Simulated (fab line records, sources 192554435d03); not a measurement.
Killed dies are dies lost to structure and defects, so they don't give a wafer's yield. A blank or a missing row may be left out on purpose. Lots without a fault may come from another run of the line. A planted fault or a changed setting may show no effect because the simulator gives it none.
Chamber matching | flow n5_finfet | N5_BEOL_M0_CUTY_ETCH_63 on rie_diel-05: 4 sister chambers
The step etches SOC in N2/H2, target depth 82.7 nm, overetch 16.5 nm, time 124 s. 4 wafers are shown with their chamber, then 12 later ones without.

WAFERS WITH THEIR CHAMBER
wafer  | chamber | throttle_valve_pct (%)
L084.1 | 3       | 18.2
L087.1 | 1       | 17.2
L087.2 | 0       | 17.5
L087.6 | 2       | 18.0

WAFERS WITHOUT THEIR CHAMBER
wafer  | throttle_valve_pct (%)
L091.3 | 17.5
L091.4 | 17.2
L091.6 | 17.5
L092.4 | 17.5
L092.5 | 17.2
L092.6 | 17.5
L094.1 | 17.2
L094.2 | 17.5
L094.3 | 17.8
L096.3 | 17.2
L096.5 | 17.2
L096.6 | 17.6

WHICH CHAMBER EACH WENT THROUGH
wafer  | from the rows above     | in truth
L091.3 | 0                       | 0
L091.4 | 1                       | 1
L091.6 | 0                       | 0
L092.4 | 0                       | 0
L092.5 | 1                       | 1
L092.6 | 0                       | 0
L094.1 | 1                       | 1
L094.2 | 0                       | 0
L094.3 | can't be placed: 2 or 0 | 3
L096.3 | 1                       | 1
L096.5 | 1                       | 1
L096.6 | 0                       | 0
Placed correctly: 11 of 12. Can't be placed from these rows: 1 (the true chamber is among the candidates in 0). Placed wrongly: 0.
How it was worked out, from the rows above alone: a wafer's distance from a chamber is the root of the sum, over the readings, of the square of ((its reading less the chamber's mean) divided by the reading's scatter). The wafer belongs to the nearest chamber; if the next one is less than 2 further off, it can't be placed. A chamber's mean is the mean of its shown wafers. The scatter: with one shown wafer a chamber, the root of the mean of the squares of how far each hidden wafer lies from its nearest shown one.
